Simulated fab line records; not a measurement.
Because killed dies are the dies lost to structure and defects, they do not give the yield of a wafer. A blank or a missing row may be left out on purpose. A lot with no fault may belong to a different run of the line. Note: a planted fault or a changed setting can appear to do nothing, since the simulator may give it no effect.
fab line records + flow nand-harc
[record]
- lots = 6
- wafers = 18
- last-day = 33
route steps=1302 shown A_STAIRCASE@758 END@1302
lots that met no fault: from a run of the same line without faults
start-h: hours from the record's first day to the start of the lot's first wafer shown + wait-h: time in hours since the lot's previous step + " as in the row above + L1.1+2: one row covering several wafers at once + - either no value or no given start + * or withheld: withheld + < > ~ a bound
route shown NAME@n: NAME is a module with steps in the file, n the number in the route of the first one + usual: mean/standard deviation taken from wafers without a fault + same: alike in all rows + chamber/n: place in a boat + sites: each site's reading + _std_site: their standard deviation + _edge_site: mean of outer sites minus mean of inner sites + radius-mm: how far each site lies from the wafer's centre + mask NAME#n: copy n + behind: tool/chamber where the wafer was last shaped + hold: the reason the lot was held/the length of the hold in hours/how it ended + device: transistor that didn't switch, given as n, p or np + end of line: the same wafers' tests at the end of the route + a step with no rows: only its recipe + killed: not the wafer's yield, but the dies lost to structure and defects at the first sort + map: a wafer's dies, marking killed ones x, the rest . and places with no die _
set.NAME: the setting the step ran with; set.NAME@STEP: the setting that earlier step ran with + model.NAME: the simulator's own value behind a step, which no gauge read
a table for each step, a row for each wafer; lots at some steps of the route
services: the hour from which a tool's chamber was out of use, counted from the record's first day as start-h (under 0 if before that day), plus the number of hours and why
[[steps]]
[step NHARC_A_STAIRCASE_COAT_244]
[recipe]
- spin-rpm = 1200
[step NHARC_A_STAIRCASE_SOFTBAKE_245]
[recipe]
- temp-c = 135
- time-s = 170
[step NHARC_A_STAIRCASE_EBR_246]
[step NHARC_A_STAIRCASE_EXPOSE_247]
[recipe]
- na = 0.5
- dose-mj = 25.34
- mask-id = SDS_1
[step NHARC_A_STAIRCASE_PEB_248]
[recipe]
- peb-temp-c = 115
- peb-time-s = 130
[step NHARC_A_STAIRCASE_DEVELOP_249]
[recipe]
- time-s = 140
[step NHARC_A_STAIRCASE_HARDBAKE_251]
[recipe]
- temp-c = 120
- time-s = 140
[step NHARC_A_STAIRCASE_DESCUM_252]
[recipe]
- time-s = 3
- o2-flow-sccm = 200
- ar-flow-sccm = 0
- bias-power-w = 0
- chemistry = O2
[usual]
- drypump-motor-current-A = 5.9/0.5
- oes-product-au = 0.999/0.0074
- rf-vpp-V = 57.6/0.78
- showerhead-plenum-p-Torr = 1.86/0.044
- throttle-valve-pct = 11.311/0.0088
| lot.wafer | tool        | chamber | start-h | wait-h | drypump-motor-current-A | oes-product-au | rf-hours-counter-h | rf-vpp-V | showerhead-plenum-p-Torr | throttle-valve-pct |
|-----------|-------------|---------|---------|--------|-------------------------|----------------|--------------------|----------|--------------------------|--------------------|
| L892.2    | rie-diel-04 | 0       | 424.72  | -      | 6.5                     | 1.005          | 19                 | 57.7     | 1.92                     | 11.311             |
| L892.3    | "           | 1       | "       | "      | 5.8                     | 0.984          | 17                 | 57.0     | 1.89                     | 11.296             |
| L892.5    | "           | 0       | "       | "      | 6.5                     | 0.997          | -                  | 58.3     | 1.92                     | 11.304             |
| L891.1    | rie-diel-04 | 0       | 425.63  | -      | 6.5                     | 1.006          | 19                 | 57.9     | 1.92                     | 11.317             |
| L891.4    | "           | 1       | "       | "      | 5.8                     | 0.998          | 17                 | 58.0     | 1.89                     | 11.317             |
| L891.6    | "           | 0       | "       | "      | 6.4                     | 0.994          | -                  | 56.9     | 1.92                     | 11.309             |
| L896.1    | rie-diel-08 | 1       | 461.43  | -      | 4.8                     | 0.994          | 33                 | 58.1     | 1.88                     | 11.292             |
| L896.2    | "           | 0       | "       | "      | 5.3                     | 1.009          | 30                 | 57.1     | 1.90                     | 11.282             |
| L896.6    | "           | 2       | "       | "      | 5.9                     | 1.005          | -                  | 57.1     | 1.88                     | 11.306             |
| L904.1    | rie-diel-11 | 1       | 543.99  | -      | 5.8                     | 0.998          | 35                 | 58.5     | 1.86                     | 11.313             |
| L904.3    | "           | 0       | "       | "      | 5.5                     | 1.007          | 36                 | 58.1     | 1.90                     | 11.303             |
| L904.6    | "           | 2       | "       | "      | 6.4                     | 0.985          | -                  | 58.6     | 1.81                     | 11.302             |
| L905.2    | rie-diel-11 | 3       | 554.49  | -      | 5.9                     | 1.003          | 43                 | 56.5     | 1.84                     | 11.307             |
| L905.3    | "           | 1       | "       | "      | 5.8                     | 0.997          | 40                 | 57.4     | 1.86                     | 11.320             |
| L905.4    | "           | 2       | "       | "      | 6.4                     | 0.994          | 47                 | 56.4     | 1.81                     | 11.297             |
| L910.4    | rie-diel-04 | 0       | 589.00  | -      | 6.5                     | 1.004          | 14                 | 58.9     | 1.91                     | 11.319             |
| L910.2    | "           | 3       | "       | "      | 5.6                     | 0.994          | 15                 | 57.1     | 1.79                     | 11.311             |
| L910.5    | "           | 1       | "       | "      | 5.8                     | 1.010          | -                  | 57.4     | 1.88                     | 11.315             |
[step NHARC_A_STAIRCASE_ETCH_253]
[recipe]
- target-depth-a = 500
- time-s = 20.2
- ion-energy-ev = 400
- c4f8-flow-sccm = 20
- o2-flow-sccm = 10
- ar-flow-sccm = withheld
- rf-w = 600
- bias-w = 1000
- chemistry = C4F8/O2
[usual]
- oes-product-au = 0.959/0.019
- rf-vpp-V = 892.2/2.9
| lot.wafer | tool        | chamber | start-h | wait-h | oes-product-au | rf-hours-counter-h | rf-vpp-V |
|-----------|-------------|---------|---------|--------|----------------|--------------------|----------|
| L892.3    | rie-diel-04 | 1       | 424.81  | 0.1    | 0.930          | 17                 | 893.6    |
| L892.2    | "           | 0       | "       | "      | 0.947          | 19                 | 896.1    |
| L892.5    | "           | 2       | "       | "      | 0.951          | -                  | 888.6    |
| L891.4    | rie-diel-04 | 2       | 425.71  | 0.1    | 0.978          | 14                 | 889.3    |
| L891.1    | "           | 3       | "       | "      | 0.962          | 16                 | 889.9    |
| L891.6    | "           | 2       | "       | "      | 0.988          | -                  | 890.5    |
| L896.2    | rie-diel-08 | 2       | 461.57  | 0.1    | 0.921          | 29                 | 893.3    |
| L896.1    | "           | 3       | "       | "      | 0.947          | 26                 | 887.7    |
| L896.6    | "           | 2       | "       | "      | 0.910          | -                  | 893.9    |
| L904.3    | rie-diel-11 | 3       | 544.08  | 0.1    | 0.975          | 40                 | 891.6    |
| L904.1    | "           | 0       | "       | "      | 0.976          | 36                 | 896.3    |
| L904.6    | "           | 3       | "       | "      | 0.977          | -                  | 889.7    |
| L905.3    | rie-diel-11 | 1       | 554.58  | 0.1    | 0.972          | 40                 | 891.6    |
| L905.2    | "           | 2       | "       | "      | 0.958          | 47                 | 889.1    |
| L905.4    | "           | 3       | "       | "      | 0.952          | 43                 | 892.3    |
| L910.4    | rie-diel-04 | 2       | 589.18  | 0.2    | 0.950          | 16                 | 889.1    |
| L910.2    | "           | 3       | "       | "      | 0.943          | 16                 | 889.7    |
| L910.5    | "           | 1       | "       | "      | 0.961          | -                  | 894.8    |
[step NHARC_A_STAIRCASE_STRIP_254]
[recipe]
- power-w = 1500
- temp-c = 250
- chemistry = O2
[step NHARC_A_STAIRCASE_STRIP_255]
[recipe]
- time-s = 900
- temp-c = 130
- chemistry = SPM
[step NHARC_A_STAIRCASE_PRECLEAN_256]
[recipe]
- time-s = *
- temp-c = 50
- bath-age-min = 0
- chemistry = SC1
[usual]
- bath-guard-temp-C = 50.0/0.46
| lot.wafer | tool         | chamber | start-h | wait-h | bath-guard-temp-C |
|-----------|--------------|---------|---------|--------|-------------------|
| L892.3    | wet-bench-03 | 6       | 425.30  | -      | 49.9              |
| L892.2    | "            | 0       | "       | "      | 49.4              |
| L892.5    | "            | 1       | "       | "      | 50.1              |
| L891.6    | wet-bench-04 | 4       | 426.19  | -      | 50.4              |
| L891.1    | "            | 5       | "       | "      | 50.5              |
| L891.4    | "            | 7       | "       | "      | 50.4              |
| L896.2    | wet-bench-03 | 4       | 462.05  | -      | 50.5              |
| L896.1    | "            | 6       | "       | "      | 50.3              |
| L896.6    | "            | 0       | "       | "      | 49.2              |
| L904.6    | wet-bench-04 | 5       | 544.58  | -      | 51.0              |
| L904.1    | "            | 7       | "       | "      | 49.9              |
| L904.3    | "            | 0       | "       | "      | 50.0              |
| L905.4    | wet-bench-04 | 7       | 555.11  | -      | 50.1              |
| L905.2    | "            | 0       | "       | "      | 50.0              |
| L905.3    | "            | 3       | "       | "      | 50.4              |
| L910.4    | wet-bench-03 | 0       | 589.65  | -      | 49.7              |
| L910.5    | "            | 2       | "       | "      | 50.8              |
| L910.2    | "            | 3       | "       | "      | 50.1              |
[step NHARC_A_STAIRCASE_SRD_257]
[step NHARC_A_STAIRCASE_HM_DEP_456]
[recipe]
- target-thk-a = 31000
- temp-c = 400
- material = aC
[step NHARC_A_STAIRCASE_DEP_259]
[recipe]
- target-thk-a = 300
- target-thk-nm = 30
- temp-c = 400
- pressure-torr = 3.5
- flow-sccm = 200
- rf-w = 350
- material = SiON
[usual]
- heater-power-w = 780/94
- susceptor-temp-C = 399.98/0.22
| lot.wafer | tool     | chamber | start-h | wait-h | heater-power-w | susceptor-temp-C |
|-----------|----------|---------|---------|--------|----------------|------------------|
| L892.3    | pecvd-02 | 2       | 428.91  | 0.9    | 713            | 399.83           |
| L892.2    | "        | 0       | "       | "      | 757            | 399.94           |
| L892.5    | "        | 0       | "       | "      | 728            | 400.18           |
| L891.1    | pecvd-04 | 2       | 431.77  | 1.6    | 976            | 400.26           |
| L891.4    | "        | 2       | "       | "      | 980            | 399.88           |
| L891.6    | "        | 0       | "       | "      | 736            | 399.79           |
| L896.1    | pecvd-04 | 1       | 464.51  | 1.6    | 632            | 399.80           |
| L896.2    | "        | 2       | "       | "      | 933            | 399.94           |
| L896.6    | "        | 2       | "       | "      | 942            | 399.91           |
| L904.3    | pecvd-01 | 0       | 551.17  | 1.0    | 657            | 399.90           |
| L904.1    | "        | 1       | "       | "      | 742            | 399.81           |
| L904.6    | "        | 0       | "       | "      | 654            | 399.91           |
| L905.3    | pecvd-04 | 1       | 559.48  | 1.0    | 648            | 399.92           |
| L905.2    | "        | 2       | "       | "      | 859            | 400.02           |
| L905.4    | "        | 0       | "       | "      | 943            | 399.73           |
| L910.2    | pecvd-01 | 1       | 592.04  | 1.4    | 767            | 399.98           |
| L910.4    | "        | 0       | "       | "      | 698            | 400.10           |
| L910.5    | "        | 1       | "       | "      | 774            | 399.97           |
[step NHARC_A_STAIRCASE_DEHYDRATE_260]
[recipe]
- temp-c = 150
- time-s = 120
[step NHARC_A_STAIRCASE_HMDS_261]
[recipe]
- time-s = 30
[step NHARC_A_STAIRCASE_COAT_262]
[recipe]
- spin-rpm = 1200
[step NHARC_A_STAIRCASE_SOFTBAKE_263]
[recipe]
- temp-c = 135
- time-s = 170
[step NHARC_A_STAIRCASE_EBR_264]
[step NHARC_A_STAIRCASE_EXPOSE_265]
[recipe]
- na = 0.5
- dose-mj = 25.01
- mask-id = CHOP_200
[step NHARC_A_STAIRCASE_PEB_266]
[recipe]
- peb-temp-c = 115
- peb-time-s = 130
[step NHARC_A_STAIRCASE_DEVELOP_267]
[recipe]
- time-s = 140
[step NHARC_A_STAIRCASE_HARDBAKE_269]
[recipe]
- temp-c = 120
- time-s = 140
[step NHARC_A_STAIRCASE_DESCUM_270]
[recipe]
- time-s = 3
- o2-flow-sccm = 200
- ar-flow-sccm = 0
- bias-power-w = 0
- chemistry = O2
[step NHARC_A_STAIRCASE_ETCH_271]
[recipe]
- cf4-flow-sccm = 100
- chf3-flow-sccm = 30
- ar-flow-sccm = 0
- rf-w = 500
- bias-w = 200
- chemistry = CF4/CHF3
[step NHARC_A_STAIRCASE_HM_OPEN_457]
[recipe]
- o2-flow-sccm = 400
- cos-flow-sccm = 20
- ar-flow-sccm = 0
- rf-w = 500
- bias-w = 300
- chemistry = O2/COS
[usual]
- drypump-motor-current-A = 5.9/0.52
- oes-product-au = 1.000/0.0082
- rf-vpp-V = 465.3/1.7
- showerhead-plenum-p-Torr = 3.04/0.068
- throttle-valve-pct = 28.330/0.0079
| lot.wafer | tool        | chamber | start-h | wait-h | drypump-motor-current-A | oes-product-au | rf-hours-counter-h | rf-vpp-V | showerhead-plenum-p-Torr | throttle-valve-pct |
|-----------|-------------|---------|---------|--------|-------------------------|----------------|--------------------|----------|--------------------------|--------------------|
| L892.2    | rie-diel-04 | 0       | -       | -      | 6.5                     | 1.001          | 19                 | 466.1    | 3.13                     | 28.324             |
| L892.3    | "           | 1       | "       | "      | 5.9                     | 0.997          | 17                 | 465.4    | 3.09                     | 28.326             |
| L892.5    | "           | 3       | "       | "      | 5.6                     | 0.994          | -                  | 463.8    | 2.96                     | 28.331             |
| L891.4    | rie-diel-04 | 0       | -       | -      | 6.5                     | 0.998          | 20                 | 467.7    | 3.13                     | 28.336             |
| L891.1    | "           | 1       | "       | "      | 5.8                     | 0.994          | 19                 | 466.7    | 3.09                     | 28.330             |
| L891.6    | "           | 2       | "       | "      | 6.7                     | 1.001          | -                  | 464.3    | 2.97                     | 28.334             |
| L896.1    | rie-diel-08 | 2       | -       | -      | 5.9                     | 0.984          | 30                 | 466.6    | 3.08                     | 28.329             |
| L896.2    | "           | 1       | "       | "      | 4.8                     | 0.998          | 34                 | 465.0    | 3.06                     | 28.331             |
| L896.6    | "           | 3       | "       | "      | 6.2                     | 1.017          | -                  | 463.4    | 2.94                     | 28.330             |
| L904.3    | rie-diel-04 | 3       | -       | -      | 5.6                     | 1.013          | 3                  | 464.4    | 2.94                     | 28.336             |
| L904.1    | "           | 1       | "       | "      | 5.8                     | 1.013          | 3                  | 465.9    | 3.07                     | 28.328             |
| L904.6    | "           | 3       | "       | "      | 5.6                     | 0.999          | -                  | 462.9    | 2.94                     | 28.330             |
| L905.3    | rie-diel-04 | 3       | -       | -      | 5.6                     | 0.989          | 6                  | 463.9    | 2.94                     | 28.339             |
| L905.2    | "           | 0       | "       | "      | 6.5                     | 0.991          | 5                  | 467.7    | 3.11                     | 28.331             |
| L905.4    | "           | 1       | "       | "      | 5.9                     | 1.001          | 5                  | 466.1    | 3.07                     | 28.320             |
| L910.2    | rie-diel-08 | 0       | -       | -      | 5.3                     | 1.022          | 13                 | 467.5    | 3.09                     | 28.326             |
| L910.4    | "           | 1       | "       | "      | 4.8                     | 0.995          | 12                 | 464.0    | 3.04                     | 28.323             |
| L910.5    | "           | 0       | "       | "      | 5.3                     | 1.012          | -                  | 465.2    | 3.09                     | 28.326             |
[step NHARC_A_STAIRCASE_STRIP_458]
[recipe]
- o2-flow-sccm = 400
- cos-flow-sccm = 20
- ar-flow-sccm = 0
- bias-w = 0
- chemistry = O2/COS
[step NHARC_A_STAIRCASE_ETCH_451]
[recipe]
- target-depth-a = 300
- overetch-a = 30
- time-s = 16.5
- ion-energy-ev = 100
- cf4-flow-sccm = 80
- o2-flow-sccm = 20
- ar-flow-sccm = 0
- rf-w = 300
- bias-w = 100
- chemistry = CF4/O2
[step NHARC_A_STAIRCASE_ETCH_273]
[recipe]
- target-depth-a = 1.02e+05
- time-s = 2468.6
- ion-energy-ev = 800
- c4f8-flow-sccm = 80
- o2-flow-sccm = 60
- ar-flow-sccm = withheld
- rf-w = 600
- bias-w = 3000
- chemistry = C4F8/O2/Ar
[step NHARC_A_STAIRCASE_STRIP_274]
[recipe]
- o2-flow-sccm = 500
- ar-flow-sccm = 0
- bias-w = 0
- chemistry = O2
[step NHARC_A_STAIRCASE_STRIP_275]
[recipe]
- time-s = 900
- temp-c = 130
- chemistry = SPM
[step NHARC_A_STAIRCASE_PRECLEAN_276]
[recipe]
- time-s = *
- temp-c = 50
- bath-age-min = 0
- chemistry = SC1
[step NHARC_A_STAIRCASE_SRD_277]
[step NHARC_A_STAIRCASE_HM_DEP_459]
[recipe]
- target-thk-a = 15000
- temp-c = 400
- material = aC
[step NHARC_A_STAIRCASE_DEP_280]
[recipe]
- target-thk-a = 300
- target-thk-nm = 30
- temp-c = 400
- pressure-torr = 3.5
- flow-sccm = 200
- rf-w = 350
- material = SiON
[usual]
- heater-power-w = 767/80
- susceptor-temp-C = 399.98/0.24
| lot.wafer | tool     | chamber | start-h | wait-h | heater-power-w | susceptor-temp-C |
|-----------|----------|---------|---------|--------|----------------|------------------|
| L892.2    | pecvd-04 | 1       | 439.15  | 1.3    | 653            | 399.78           |
| L892.3    | "        | 2       | "       | "      | 944            | 400.13           |
| L892.5    | "        | 2       | "       | "      | 968            | 400.01           |
| L891.1    | pecvd-02 | 0       | 441.15  | 1.6    | 728            | 400.54           |
| L891.4    | "        | 2       | "       | "      | 710            | 400.07           |
| L891.6    | "        | 0       | "       | "      | 752            | 399.96           |
| L896.1    | pecvd-01 | 2       | 470.52  | 1.6    | 752            | 400.07           |
| L896.2    | "        | 1       | "       | "      | 834            | 400.05           |
| L896.6    | "        | 1       | "       | "      | 806            | 400.22           |
| L904.1    | pecvd-02 | 2       | 557.86  | 1.6    | 698            | 400.04           |
| L904.3    | "        | 1       | "       | "      | 797            | 400.01           |
| L904.6    | "        | 1       | "       | "      | 799            | 399.75           |
| L905.2    | pecvd-02 | 1       | 572.02  | 1.3    | 817            | 399.87           |
| L905.3    | "        | 0       | "       | "      | 724            | 400.48           |
| L905.4    | "        | 1       | "       | "      | 821            | 399.79           |
| L910.2    | pecvd-04 | 1       | 597.94  | 1.2    | 651            | 400.46           |
| L910.4    | "        | 1       | "       | "      | 666            | 399.82           |
| L910.5    | "        | 0       | "       | "      | 845            | 400.24           |
[step NHARC_A_STAIRCASE_DEHYDRATE_281]
[recipe]
- temp-c = 150
- time-s = 120
[step NHARC_A_STAIRCASE_HMDS_282]
[recipe]
- time-s = 30
[step NHARC_A_STAIRCASE_COAT_283]
[recipe]
- spin-rpm = 1200
[step NHARC_END_SORT_01]
[recipe]
- temp-c = 25
[usual]
- killed-at-array = 53/19
- killed-at-other = 0.8/1.2
- killed-at-periphery = 3.7/2.3
- killed-dies = 57/19
- killed-open = 3.2/1.7
- killed-short = 2.6/1.8
[same]
- gross-dies = 677
| lot.wafer | tool      | chamber | start-h | wait-h | killed-at-array | killed-at-other | killed-at-periphery | killed-dies | killed-open | killed-short |
|-----------|-----------|---------|---------|--------|-----------------|-----------------|---------------------|-------------|-------------|--------------|
| L891.1    | prober-01 | 0       | 623.47  | 2.5    | 69              | 0               | 1                   | 70          | 1           | 4            |
| L891.4    | prober-01 | 0       | 625.86  | 3.4    | 75              | 0               | 0                   | 75          | 4           | 4            |
| L891.6    | prober-01 | 0       | 627.46  | 4.0    | 75              | 1               | 4                   | 80          | 3           | 3            |
| L905.2    | prober-01 | 0       | 762.36  | 2.8    | 147             | 0               | 5                   | 152         | 4           | 5            |
| L905.3    | prober-01 | 0       | 763.15  | 3.1    | 153             | 0               | 1                   | 154         | 0           | 5            |
| L905.4    | prober-01 | 0       | 763.95  | 3.4    | 141             | 1               | 3                   | 145         | 1           | 2            |
| L904.1    | prober-02 | 0       | 766.25  | 2.5    | 144             | 0               | 1                   | 145         | 3           | 5            |
| L904.3    | prober-02 | 0       | 767.89  | 3.1    | 160             | 1               | 4                   | 165         | 2           | 5            |
| L904.6    | prober-02 | 0       | 770.34  | 4.1    | 100             | 0               | 1                   | 101         | 3           | 2            |
| L910.2    | prober-02 | 0       | 783.81  | 2.8    | 37              | 4               | 1                   | 42          | 1           | 1            |
| L910.4    | prober-02 | 0       | 785.41  | 3.4    | 44              | 1               | 1                   | 46          | 4           | 0            |
| L910.5    | prober-02 | 0       | 786.21  | 3.7    | 46              | 3               | 2                   | 51          | 0           | 3            |
// killed by level:class
L891.1 A_SLIT:chamber-film-flake=23 A_CHANNEL_HOLE_D2:chamber-film-flake=13 A_CHANNEL_HOLE_D1:chamber-film-flake=13 A_CONTACT:chamber-film-flake=10 A_STAIRCASE:chamber-film-flake=3 A_WL_FILL:geometric-particle:short=2 A_BLC:chamber-film-flake=2 A_ONON_D1:geometric-particle:open=1
L891.4 A_CHANNEL_HOLE_D1:chamber-film-flake=22 A_CHANNEL_HOLE_D2:chamber-film-flake=20 A_SLIT:chamber-film-flake=15 A_BLC:chamber-film-flake=6 A_STAIRCASE:chamber-film-flake=2 A_CONTACT:chamber-film-flake=2 A_SOURCE_PLATE:geometric-particle:short=1 A_ONON_D1:geometric-particle:open=1
L891.6 A_SLIT:chamber-film-flake=31 A_CHANNEL_HOLE_D2:chamber-film-flake=17 A_CHANNEL_HOLE_D1:chamber-film-flake=13 A_BLC:chamber-film-flake=5 P_BONDPAD:chamber-film-flake=2 A_STAIRCASE:chamber-film-flake=2 A_CONTACT:chamber-film-flake=2 P_GATE:geometric-particle:short=1
L905.2 A_STAIRCASE:unspecified=96 A_CHANNEL_HOLE_D2:chamber-film-flake=21 A_CHANNEL_HOLE_D1:chamber-film-flake=16 A_ONON_D1:geometric-particle:short=2 A_M0:geometric-particle:open=2 P_M2:chamber-film-flake=2 A_STAIRCASE:chamber-film-flake=2 A_SOURCE_PLATE:geometric-particle:short=1
L905.3 A_STAIRCASE:unspecified=101 A_CHANNEL_HOLE_D2:chamber-film-flake=20 A_CHANNEL_HOLE_D1:chamber-film-flake=17 A_STAIRCASE:chamber-film-flake=3 A_CONTACT:chamber-film-flake=3 A_M0:geometric-particle:short=2 A_M1:geometric-particle:short=2 A_SLIT:chamber-film-flake=2
L905.4 A_STAIRCASE:unspecified=89 A_CHANNEL_HOLE_D1:chamber-film-flake=31 A_CHANNEL_HOLE_D2:chamber-film-flake=9 A_SLIT:chamber-film-flake=5 A_STAIRCASE:chamber-film-flake=4 P_M2:chamber-film-flake=2 P_M0:geometric-particle:open=1 A_CHANNEL_FILL_D2:geometric-particle:short=1
L904.1 A_STAIRCASE:unspecified=91 A_CHANNEL_HOLE_D1:chamber-film-flake=30 A_SLIT:chamber-film-flake=6 A_CONTACT:chamber-film-flake=4 A_WL_FILL:chamber-film-flake=3 A_WL_FILL:geometric-particle:short=2 P_CONTACT:geometric-particle:open=1 A_SOURCE_PLATE:geometric-particle:short=1
L904.3 A_STAIRCASE:unspecified=98 A_CHANNEL_HOLE_D1:chamber-film-flake=40 A_CONTACT:chamber-film-flake=6 A_WL_FILL:chamber-film-flake=5 A_SLIT:chamber-film-flake=3 A_CHANNEL_HOLE_D1:geometric-particle:short=2 P_GATE:chamber-film-flake=2 A_STAIRCASE:chamber-film-flake=2
L904.6 A_STAIRCASE:unspecified=51 A_CHANNEL_HOLE_D1:chamber-film-flake=32 A_SLIT:chamber-film-flake=5 A_CONTACT:chamber-film-flake=5 A_STAIRCASE:chamber-film-flake=2 A_ONON_D1:geometric-particle:short=1 A_ONON_D2:geometric-particle:open=1 A_SGD_CUT:geometric-particle:short=1
L910.2 A_CHANNEL_HOLE_D2:chamber-film-flake=23 A_CONTACT:chamber-film-flake=7 THIN_TSV:chamber-film-flake=4 A_SLIT:chamber-film-flake=3 A_WL_FILL:chamber-film-flake=2 A_CHANNEL_FILL_D1:geometric-particle:short=1 A_CHANNEL_FILL_D1:geometric-particle:open=1 P_STI:chamber-film-flake=1
L910.4 A_CHANNEL_HOLE_D2:chamber-film-flake=28 A_SLIT:chamber-film-flake=5 A_STAIRCASE:chamber-film-flake=3 A_CHANNEL_FILL_D1:geometric-particle:open=2 A_CHANNEL_FILL_D1:chamber-film-flake=2 A_CONTACT:chamber-film-flake=2 P_CONTACT:geometric-particle:open=1 A_WL_FILL:geometric-particle:open=1
L910.5 A_CHANNEL_HOLE_D2:chamber-film-flake=30 A_CONTACT:chamber-film-flake=5 A_SLIT:chamber-film-flake=3 A_WL_FILL:chamber-film-flake=3 THIN_TSV:chamber-film-flake=3 P_M0:geometric-particle:short=1 A_ONON_D1:geometric-particle:short=1 A_CHANNEL_FILL_D2:geometric-particle:short=1
// map L904.3 (x killed, . not)
____________.____________
_________......._________
_______..........._______
______....x..x.....______
_____..............._____
____.................____
____.................____
___...................___
___x.......x.x........___
__......x..............__
__x............x.......__
_.....x................._
_........x.x..........x._
_...x..................._
_......................x_
_x......................_
......x.......x......xx..
..........xxxx...x...xxx.
........xxxxxxxx....xxx.x
.......xxxxxxxx....xxxxxx
.......xxxxxxxxxxxxxxxxxx
_......xxxxxxxxx..xx.xxx_
_.....xxxxxxxxxx.x..xxxx_
_......xxxxxxxxx...xx.xx_
_.....x.xxxxxxxxx..xxxxx_
_x.....xxxxxxxxx....xx.x_
__......xxxxxxx......x.__
__.......xxxxxx......x.__
___....xx.xx.x.......x___
___........xx.........___
____.................____
____....x............____
_____..............._____
______.............______
_______..........._______
_________......._________
____________.____________
// map L905.3 (x killed, . not)
____________.____________
_________......._________
_______..........._______
______.............______
_____..............._____
____....x..x....x....____
____.................____
___............xx.....___
___.....x......x......___
__.....................__
__.......x.x...........__
_......................._
_............x.........._
_......................._
_.........x............._
_..........x.x.........._
....x.....x.xxx......x.xx
....x..x..xxxxxx......x.x
...x...xxxxxxxxxxx....xxx
........xxxxxxxxxx.....xx
.....x..xxxxxxxxxx...xxxx
_..x.xx.xxxxxxxxxx....xx_
_x..xx..xxxxxxxxx.....xx_
_...xxxxxxxxxxxxx.x..x.x_
_..xx..x.xxxxxxxx......x_
_.......x.xxxxxxx......._
__.......xxxxxxxx......__
__.......xx.xxxx.......__
___...................___
___..................x___
____.................____
____.............x...____
_____..............._____
______.............______
_______..........._______
_________......._________
____________.____________
[[services]]
| tool         | chamber | start-h | hours | kind   |
|--------------|---------|---------|-------|--------|
| wet-bench-04 | -       | 403.20  | 8.0   | pm     |
| pecvd-02     | -       | 408.17  | 13.0  | pm     |
| rie-diel-04  | 0       | 412.90  | -     | clean  |
| rie-diel-04  | 1       | 412.90  | -     | clean  |
| rie-diel-04  | 2       | 412.90  | -     | clean  |
| rie-diel-04  | 3       | 412.90  | -     | clean  |
| rie-diel-11  | 1       | 420.84  | 8.0   | repair |
| rie-diel-11  | -       | 432.52  | 9.0   | pm     |
| rie-diel-04  | 0       | 437.40  | -     | clean  |
| pecvd-04     | -       | 450.48  | 13.0  | pm     |
| pecvd-01     | -       | 492.18  | 13.0  | pm     |
| rie-diel-11  | 1       | 496.97  | 9.3   | repair |
| pecvd-04     | 1       | 503.17  | 1.7   | repair |
| pecvd-01     | -       | 509.13  | 1.8   | repair |
| rie-diel-04  | 0       | 529.96  | 2.8   | repair |
| rie-diel-04  | -       | 534.62  | 9.0   | pm     |
| rie-diel-08  | -       | 545.68  | 9.0   | pm     |
| pecvd-01     | -       | 553.19  | 1.6   | repair |
| wet-bench-03 | -       | 562.40  | 8.0   | pm     |
| pecvd-01     | 2       | 570.42  | 13.7  | repair |
| pecvd-01     | -       | 574.51  | 2.9   | repair |
| wet-bench-04 | -       | 579.20  | 8.0   | pm     |
| pecvd-02     | -       | 589.18  | 13.0  | pm     |
| rie-diel-04  | 1       | 589.77  | 1.6   | repair |
[[key]]
[first-sign]
- step = NHARC_END_SORT_01
- reading = killed-at-array
- direction = up
- sigmas = 4.6
- usual = 53
- struck = 141
[effect]
- step = NHARC_END_SORT_01
- reading = killed-dies
- direction = up
- sigmas = 4.5
- usual = 57
- struck = 144
[more-kills-born-at]
- NHARC_A_STAIRCASE_PRECLEAN_256@wet-bench-04 = 526
met-at NHARC_A_STAIRCASE_PRECLEAN_256
struck-wafers L904.1,L904.3,L904.6,L905.2,L905.3,L905.4
tester-left-out L904,L905
onset-between 426.19 544.58
also-fits NHARC_A_STAIRCASE_DESCUM_252:rie-diel-11,NHARC_A_STAIRCASE_ETCH_253:rie-diel-11,NHARC_A_STAIRCASE_HM_OPEN_457:rie-diel-04,NHARC_A_STAIRCASE_DEP_280:pecvd-02
[fault]
- kind = chamber-particle-source
- tool = wet-bench-04
- chamber = -
- onset-h = 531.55
- steps = NHARC_A_STAIRCASE_PRECLEAN_256
- rate-per-visit-cm2 = 1.6761
- end-h = 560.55
// tester-left-out: of these lots the tester's yield and bins aren't shown, on N5 and GAA mostly nor the transistor test; their killed dies are dies lost to structure and defects alone, not to doping, threshold or leakage, so they don't give the yield
